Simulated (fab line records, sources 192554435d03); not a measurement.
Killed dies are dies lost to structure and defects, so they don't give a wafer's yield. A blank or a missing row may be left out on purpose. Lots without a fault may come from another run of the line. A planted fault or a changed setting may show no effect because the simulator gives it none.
Chamber matching | flow n5_finfet | N5_BEOL_M4_ETCH_77 on rie_diel-04: 4 sister chambers
The step etches underlayer in N2/H2, target depth 6.5 nm, time 5.2 s. 4 wafers are shown with their chamber, then 10 later ones without.

WAFERS WITH THEIR CHAMBER
wafer  | chamber | throttle_valve_pct (%)
L094.1 | 1       | 17.62
L094.2 | 0       | 18.22
L094.3 | 3       | 17.22
L094.5 | 2       | 17.89

WAFERS WITHOUT THEIR CHAMBER
wafer  | throttle_valve_pct (%)
L094.6 | 17.23
L097.1 | 17.23
L097.2 | 18.20
L097.3 | 17.63
L097.4 | 17.93
L097.5 | 17.91
L097.6 | 17.26
L096.4 | 17.90
L096.5 | 17.63
L096.6 | 17.92

WHICH CHAMBER EACH WENT THROUGH
wafer  | from the rows above | in truth
L094.6 | 3                   | 3
L097.1 | 3                   | 3
L097.2 | 0                   | 0
L097.3 | 1                   | 1
L097.4 | 2                   | 2
L097.5 | 2                   | 2
L097.6 | 3                   | 3
L096.4 | 2                   | 2
L096.5 | 1                   | 1
L096.6 | 2                   | 2
Placed correctly: 10 of 10. Can't be placed from these rows: 0. Placed wrongly: 0.
How it was worked out, from the rows above alone: a wafer's distance from a chamber is the root of the sum, over the readings, of the square of ((its reading less the chamber's mean) divided by the reading's scatter). The wafer belongs to the nearest chamber; if the next one is less than 2 further off, it can't be placed. A chamber's mean is the mean of its shown wafers. The scatter: with one shown wafer a chamber, the root of the mean of the squares of how far each hidden wafer lies from its nearest shown one.
